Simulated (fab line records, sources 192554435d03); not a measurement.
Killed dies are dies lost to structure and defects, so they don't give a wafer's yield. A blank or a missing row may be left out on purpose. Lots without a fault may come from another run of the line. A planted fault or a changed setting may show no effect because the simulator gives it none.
Which tool did it? | flow n5_finfet | 24 lots, 72 wafers sampled, at 6 steps of a route of 1938

WHAT THE GAUGES READ, wafer by wafer
The record holds no reading of a measuring or inspecting step that can be judged against a usual standard deviation.

WHICH TOOL RAN EACH LOT (tool, then ch and the chambers of the sampled wafers, then the start)
lot  | N5_BEOL_M0_SPUTTER_134       | N5_BEOL_M1_PECVD_72             | N5_BEOL_M1_HM_DEP_02         | N5_BEOL_M1_ETCH_70                 | N5_BEOL_M1_SPUTTER_48        | N5_BEOL_M1_ANNEAL_49
L074 | pvd_sputter-02, day 6 05:28  | pecvd-04 ch 0,1,2, day 6 06:52  | pvd_sputter-01, day 6 08:05  | rie_diel-03 ch 2,3, day 6 14:13    | pvd_sputter-02, day 6 15:47  | pvd_sputter-02, day 6 15:52
L075 | pvd_sputter-03, day 6 10:50  | pecvd-01 ch 0,1,2, day 6 12:13  | pvd_sputter-01, day 6 13:24  | rie_diel-03 ch 0,2,3, day 6 17:02  | pvd_sputter-02, day 6 18:41  | pvd_sputter-02, day 6 18:46
L076 | pvd_sputter-01, day 6 13:06  | pecvd-04 ch 0,1, day 6 14:26    | pvd_sputter-03, day 6 14:59  | rie_diel-01 ch 1,2,3, day 6 16:59  | pvd_sputter-01, day 6 18:49  | pvd_sputter-01, day 6 18:53
L077 | pvd_sputter-01, day 6 17:30  | pecvd-02 ch 1,2, day 6 18:54    | pvd_sputter-01, day 6 20:39  | rie_diel-03 ch 0,1,2, day 6 23:04  | pvd_sputter-02, day 7 00:22  | pvd_sputter-02, day 7 00:27
L078 | pvd_sputter-03, day 6 19:11  | pecvd-01 ch 1,2, day 6 20:32    | pvd_sputter-01, day 6 21:32  | rie_diel-03 ch 0,1,2, day 7 00:10  | pvd_sputter-03, day 7 01:55  | pvd_sputter-03, day 7 02:01
L079 | pvd_sputter-03, day 7 06:55  | pecvd-04 ch 0,2, day 7 08:16    | pvd_sputter-02, day 7 08:39  | rie_diel-03 ch 0,1,3, day 7 13:07  | pvd_sputter-03, day 7 16:24  | pvd_sputter-03, day 7 16:29
L080 | pvd_sputter-01, day 7 08:52  | pecvd-01 ch 1,2, day 7 10:50    | pvd_sputter-01, day 7 11:56  | rie_diel-03 ch 0,1,3, day 7 17:51  | pvd_sputter-01, day 7 19:14  | pvd_sputter-01, day 7 19:19
L081 | pvd_sputter-03, day 7 19:13  | pecvd-04 ch 0,2, day 7 20:34    | pvd_sputter-02, day 7 21:27  | rie_diel-01 ch 0,2, day 7 23:56    | pvd_sputter-01, day 8 01:24  | pvd_sputter-01, day 8 01:29
L082 | pvd_sputter-02, day 7 21:15  | pecvd-04 ch 0,1,2, day 7 22:42  | pvd_sputter-03, day 8 00:22  | rie_diel-01 ch 1,2,3, day 8 02:49  | pvd_sputter-03, day 8 04:37  | pvd_sputter-03, day 8 04:41
L083 | pvd_sputter-02, day 8 04:04  | pecvd-04 ch 0,1, day 8 05:26    | pvd_sputter-02, day 8 06:51  | rie_diel-01 ch 1,2,3, day 8 09:59  | pvd_sputter-03, day 8 11:40  | pvd_sputter-03, day 8 11:45
L084 | pvd_sputter-01, day 8 09:35  | pecvd-01 ch 1,2, day 8 10:56    | pvd_sputter-01, day 8 11:23  | rie_diel-04 ch 0,1,2, day 8 15:39  | pvd_sputter-03, day 8 17:44  | pvd_sputter-03, day 8 17:49
L085 | pvd_sputter-03, day 8 19:49  | pecvd-01 ch 0,2, day 8 21:10    | pvd_sputter-01, day 8 21:56  | rie_diel-04 ch 0,2,3, day 9 01:49  | pvd_sputter-02, day 9 03:46  | pvd_sputter-02, day 9 03:50
L086 | pvd_sputter-02, day 8 21:56  | pecvd-04 ch 1,2, day 8 23:44    | pvd_sputter-02, day 9 02:26  | rie_diel-03 ch 0,2,3, day 9 04:45  | pvd_sputter-02, day 9 06:14  | pvd_sputter-02, day 9 06:19
L087 | pvd_sputter-03, day 9 04:18  | pecvd-04 ch 1,2, day 9 05:41    | pvd_sputter-02, day 9 06:06  | rie_diel-03 ch 0,1, day 9 15:34    | pvd_sputter-02, day 9 18:23  | pvd_sputter-02, day 9 18:28
L088 | pvd_sputter-03, day 9 11:59  | pecvd-01 ch 0,1,2, day 9 13:20  | pvd_sputter-02, day 9 13:49  | rie_diel-04 ch 1,2, day 9 19:18    | pvd_sputter-01, day 9 21:00  | pvd_sputter-01, day 9 21:05
L090 | pvd_sputter-03, day 9 21:17  | pecvd-01 ch 0,1,2, day 9 23:04  | pvd_sputter-03, day 9 23:56  | rie_diel-04 ch 1,2, day 10 02:24   | pvd_sputter-01, day 10 04:12 | pvd_sputter-01, day 10 04:17
L089 | pvd_sputter-03, day 9 21:54  | pecvd-04 ch 1,2, day 9 23:16    | pvd_sputter-01, day 10 00:06 | rie_diel-01 ch 1,2,3, day 10 02:39 | pvd_sputter-02, day 10 04:41 | pvd_sputter-02, day 10 04:46
L091 | pvd_sputter-01, day 10 03:58 | pecvd-04 ch 0,1,2, day 10 05:35 | pvd_sputter-03, day 10 06:20 | rie_diel-01 ch 0,1,2, day 10 08:54 | pvd_sputter-02, day 10 10:25 | pvd_sputter-02, day 10 10:29
L092 | pvd_sputter-02, day 10 10:01 | pecvd-01 ch 0,1,2, day 10 11:24 | pvd_sputter-02, day 10 12:20 | rie_diel-03 ch 0,2,3, day 10 19:16 | pvd_sputter-02, day 10 22:01 | pvd_sputter-02, day 10 22:06
L093 | pvd_sputter-03, day 10 15:28 | pecvd-02 ch 0,1, day 10 17:01   | pvd_sputter-02, day 10 18:45 | rie_diel-01 ch 0,3, day 11 01:25   | pvd_sputter-01, day 11 02:42 | pvd_sputter-01, day 11 02:47
L094 | pvd_sputter-03, day 10 23:33 | pecvd-01 ch 0,1,2, day 11 00:59 | pvd_sputter-03, day 11 01:22 | rie_diel-04 ch 0,1,2, day 11 06:35 | pvd_sputter-02, day 11 08:17 | pvd_sputter-02, day 11 08:22
L095 | pvd_sputter-01, day 11 04:47 | pecvd-02 ch 0,1, day 11 06:11   | pvd_sputter-02, day 11 06:52 | rie_diel-04 ch 1,2,3, day 11 11:48 | pvd_sputter-02, day 11 13:11 | pvd_sputter-02, day 11 13:16
L096 | pvd_sputter-02, day 11 07:38 | pecvd-04 ch 0,1, day 11 09:08   | pvd_sputter-03, day 11 09:24 | rie_diel-03 ch 1,2,3, day 11 12:11 | pvd_sputter-01, day 11 13:51 | pvd_sputter-01, day 11 13:56
L097 | pvd_sputter-02, day 11 12:46 | pecvd-01 ch 0,1, day 11 14:27   | pvd_sputter-03, day 11 15:50 | rie_diel-04 ch 0,1, day 11 21:00   | pvd_sputter-02, day 12 00:06 | pvd_sputter-02, day 12 00:11
- N5_BEOL_M0_SPUTTER_134: material Cu, target thk 4 nm, time 7.37 s.
- N5_BEOL_M1_PECVD_72: deposits SiO2 from TEOS/O2, target thk 16 nm, time 18 s.
- N5_BEOL_M1_HM_DEP_02: deposits TiN, target thk 20 nm.
- N5_BEOL_M1_ETCH_70: etches SOC in N2/H2, target depth 80 nm, overetch 16 nm, time 120 s.
- N5_BEOL_M1_SPUTTER_48: material Cu, target thk 4.5 nm, time 8.29 s.
- N5_BEOL_M1_ANNEAL_49: time 240 s.

WHAT THE TOOLS THEMSELVES READ (means of the sampled wafers that have a number; where no wafer has one, the mark that the record gives instead)
N5_BEOL_M0_SPUTTER_134.
lot  | tool           | throttle_valve_pct (%)
L074 | pvd_sputter-02 | 30.7
L075 | pvd_sputter-03 | 30.6
L076 | pvd_sputter-01 | 29.7
L077 | pvd_sputter-01 | 30.7
L078 | pvd_sputter-03 | 30.2
L079 | pvd_sputter-03 | 30.6
L080 | pvd_sputter-01 | 30.2
L081 | pvd_sputter-03 | 29.9
L082 | pvd_sputter-02 | 30.7
L083 | pvd_sputter-02 | 30.8
L084 | pvd_sputter-01 | 29.8
L085 | pvd_sputter-03 | 30.3
L086 | pvd_sputter-02 | 28.5
L087 | pvd_sputter-03 | 30.0
L088 | pvd_sputter-03 | 30.4
L090 | pvd_sputter-03 | 30.4
L089 | pvd_sputter-03 | 30.1
L091 | pvd_sputter-01 | 29.9
L092 | pvd_sputter-02 | 29.9
L093 | pvd_sputter-03 | 30.5
L094 | pvd_sputter-03 | 30.7
L095 | pvd_sputter-01 | 30.9
L096 | pvd_sputter-02 | 30.0
L097 | pvd_sputter-02 | 29.0

N5_BEOL_M1_PECVD_72.
lot  | tool     | heater_power_w (W) | showerhead_plenum_p_Torr (Torr) | throttle_valve_pct (%)
L074 | pecvd-04 | 778                | 8.83                            | 22.4
L075 | pecvd-01 | 711                | 8.84                            | 23.0
L076 | pecvd-04 | 689                | 8.83                            | 22.6
L077 | pecvd-02 | 652                | 8.73                            | 22.5
L078 | pecvd-01 | 820                | 8.87                            | 24.1
L079 | pecvd-04 | 754                | 8.78                            | 21.9
L080 | pecvd-01 | 755                | 8.90                            | 22.5
L081 | pecvd-04 | 722                | 8.79                            | 21.7
L082 | pecvd-04 | 806                | 8.83                            | 22.5
L083 | pecvd-04 | 687                | 8.84                            | 22.5
L084 | pecvd-01 | 767                | 8.89                            | 24.1
L085 | pecvd-01 | 750                | 8.89                            | 21.4
L086 | pecvd-04 | 790                | 8.83                            | 22.4
L087 | pecvd-04 | 851                | 8.86                            | 23.2
L088 | pecvd-01 | 727                | 8.86                            | 23.1
L090 | pecvd-01 | 710                | 8.86                            | 22.9
L089 | pecvd-04 | 854                | 8.82                            | 22.6
L091 | pecvd-04 | 795                | 8.83                            | 22.5
L092 | pecvd-01 | 699                | 8.85                            | 22.8
L093 | pecvd-02 | 694                | 8.71                            | 22.0
L094 | pecvd-01 | 736                | 8.85                            | 22.9
L095 | pecvd-02 | 679                | 8.71                            | 21.9
L096 | pecvd-04 | 750                | 8.87                            | 23.1
L097 | pecvd-01 | 713                | 8.81                            | 23.4

N5_BEOL_M1_HM_DEP_02.
lot  | tool           | throttle_valve_pct (%)
L074 | pvd_sputter-01 | 30.7
L075 | pvd_sputter-01 | 29.8
L076 | pvd_sputter-03 | 30.5
L077 | pvd_sputter-01 | 29.9
L078 | pvd_sputter-01 | 30.3
L079 | pvd_sputter-02 | 30.7
L080 | pvd_sputter-01 | 30.3
L081 | pvd_sputter-02 | 29.9
L082 | pvd_sputter-03 | 30.0
L083 | pvd_sputter-02 | 29.6
L084 | pvd_sputter-01 | 29.4
L085 | pvd_sputter-01 | 29.8
L086 | pvd_sputter-02 | 29.9
L087 | pvd_sputter-02 | 30.6
L088 | pvd_sputter-02 | 29.9
L090 | pvd_sputter-03 | 30.6
L089 | pvd_sputter-01 | 30.3
L091 | pvd_sputter-03 | 30.3
L092 | pvd_sputter-02 | 29.5
L093 | pvd_sputter-02 | 30.7
L094 | pvd_sputter-03 | 30.2
L095 | pvd_sputter-02 | 29.9
L096 | pvd_sputter-03 | 30.3
L097 | pvd_sputter-03 | 30.2

N5_BEOL_M1_ETCH_70.
lot  | tool        | drypump_motor_current_A (A) | oes_product_au (a.u.) | rf_vpp_V (V) | showerhead_plenum_p_Torr (Torr) | throttle_valve_pct (%)
L074 | rie_diel-03 | 6.0                         | 0.56                  | 523.5        | 2.56                            | 17.75
L075 | rie_diel-03 | 5.6                         | 0.59                  | 524.3        | 2.54                            | 17.65
L076 | rie_diel-01 | 5.9                         | 0.67                  | 522.4        | 2.51                            | 17.72
L077 | rie_diel-03 | 5.3                         | 0.59                  | 522.6        | 2.51                            | 17.65
L078 | rie_diel-03 | 5.3                         | 0.60                  | 522.9        | 2.51                            | 17.65
L079 | rie_diel-03 | 5.5                         | 0.59                  | 524.3        | 2.58                            | 17.56
L080 | rie_diel-03 | 5.5                         | 0.60                  | 525.3        | 2.58                            | 17.57
L081 | rie_diel-01 | 5.2                         | 0.70                  | 524.5        | 2.56                            | 17.49
L082 | rie_diel-01 | 5.9                         | 0.65                  | 523.4        | 2.50                            | 17.75
L083 | rie_diel-01 | 5.9                         | 0.65                  | 522.5        | 2.50                            | 17.75
L084 | rie_diel-04 | 6.0                         | 0.60                  | 525.7        | 2.59                            | 18.09
L085 | rie_diel-04 | 6.0                         | 0.58                  | 524.2        | 2.55                            | 18.20
L086 | rie_diel-03 | 5.6                         | 0.57                  | 523.6        | 2.53                            | 17.68
L087 | rie_diel-03 | 5.2                         | 0.59                  | 524.9        | 2.54                            | 17.58
L088 | rie_diel-04 | 6.0                         | 0.64                  | 524.5        | 2.59                            | 17.96
L090 | rie_diel-04 | 6.3                         | 0.62                  | 524.6        | 2.56                            | 17.89
L089 | rie_diel-01 | 5.9                         | 0.63                  | 522.9        | 2.50                            | 17.77
L091 | rie_diel-01 | 5.4                         | 0.63                  | 523.0        | 2.53                            | 17.75
L092 | rie_diel-03 | 5.6                         | 0.57                  | 524.0        | 2.52                            | 17.71
L093 | rie_diel-01 | 5.9                         | 0.65                  | 522.8        | 2.50                            | 17.64
L094 | rie_diel-04 | 6.0                         | 0.65                  | 524.4        | 2.59                            | 17.96
L095 | rie_diel-04 | 6.3                         | 0.60                  | 522.9        | 2.52                            | 18.02
L096 | rie_diel-03 | 5.7                         | 0.55                  | 522.9        | 2.51                            | 17.82
L097 | rie_diel-04 | 6.2                         | 0.63                  | 525.2        | 2.56                            | 17.90

N5_BEOL_M1_SPUTTER_48.
lot  | tool           | throttle_valve_pct (%)
L074 | pvd_sputter-02 | 28.9
L075 | pvd_sputter-02 | 31.0
L076 | pvd_sputter-01 | 29.9
L077 | pvd_sputter-02 | 29.4
L078 | pvd_sputter-03 | 30.4
L079 | pvd_sputter-03 | 30.0
L080 | pvd_sputter-01 | 30.4
L081 | pvd_sputter-01 | 29.8
L082 | pvd_sputter-03 | 29.8
L083 | pvd_sputter-03 | 30.2
L084 | pvd_sputter-03 | 29.8
L085 | pvd_sputter-02 | 30.8
L086 | pvd_sputter-02 | 29.4
L087 | pvd_sputter-02 | 29.5
L088 | pvd_sputter-01 | 30.5
L090 | pvd_sputter-01 | 30.5
L089 | pvd_sputter-02 | 28.9
L091 | pvd_sputter-02 | 29.9
L092 | pvd_sputter-02 | 30.8
L093 | pvd_sputter-01 | 30.9
L094 | pvd_sputter-02 | 30.1
L095 | pvd_sputter-02 | 30.8
L096 | pvd_sputter-01 | 31.3
L097 | pvd_sputter-02 | 30.2

N5_BEOL_M1_ANNEAL_49.
lot  | tool           | heater_power_w (W)
L074 | pvd_sputter-02 | 994
L075 | pvd_sputter-02 | 882
L076 | pvd_sputter-01 | 819
L077 | pvd_sputter-02 | 902
L078 | pvd_sputter-03 | 853
L079 | pvd_sputter-03 | 806
L080 | pvd_sputter-01 | 804
L081 | pvd_sputter-01 | 818
L082 | pvd_sputter-03 | 809
L083 | pvd_sputter-03 | 843
L084 | pvd_sputter-03 | 810
L085 | pvd_sputter-02 | 866
L086 | pvd_sputter-02 | 916
L087 | pvd_sputter-02 | 901
L088 | pvd_sputter-01 | 804
L090 | pvd_sputter-01 | 808
L089 | pvd_sputter-02 | 972
L091 | pvd_sputter-02 | 929
L092 | pvd_sputter-02 | 848
L093 | pvd_sputter-01 | 795
L094 | pvd_sputter-02 | 936
L095 | pvd_sputter-02 | 856
L096 | pvd_sputter-01 | 810
L097 | pvd_sputter-02 | 854

THE ANSWER, worked out from the rows above alone
Rule: what is usual is taken from the lots themselves. Put in order of their means at a reading, lots are off if they are a third of the lots or fewer, leave a main group of 4 or more, and stand apart from it by a gap of 3 or more times the standard deviation of the main group's means; of several such gaps the widest counts. A main group whose means are all the same, to the digits that the tables above print for the reading, isn't used. A lot without any number at a reading at which 4 lots or more have one is off too. The other lots that the step has rows for count as sound. The gauges are gone through in route order, then the tools' own readings, and for those a lot's mean is taken as printed above. The first step at which some lot is off is used, and at that step the reading that is off furthest; a lot without a number counts as furthest.
No lot is off at any reading shown: from this, nothing can be told.

WHAT THE SIMULATOR HAD PUT IN
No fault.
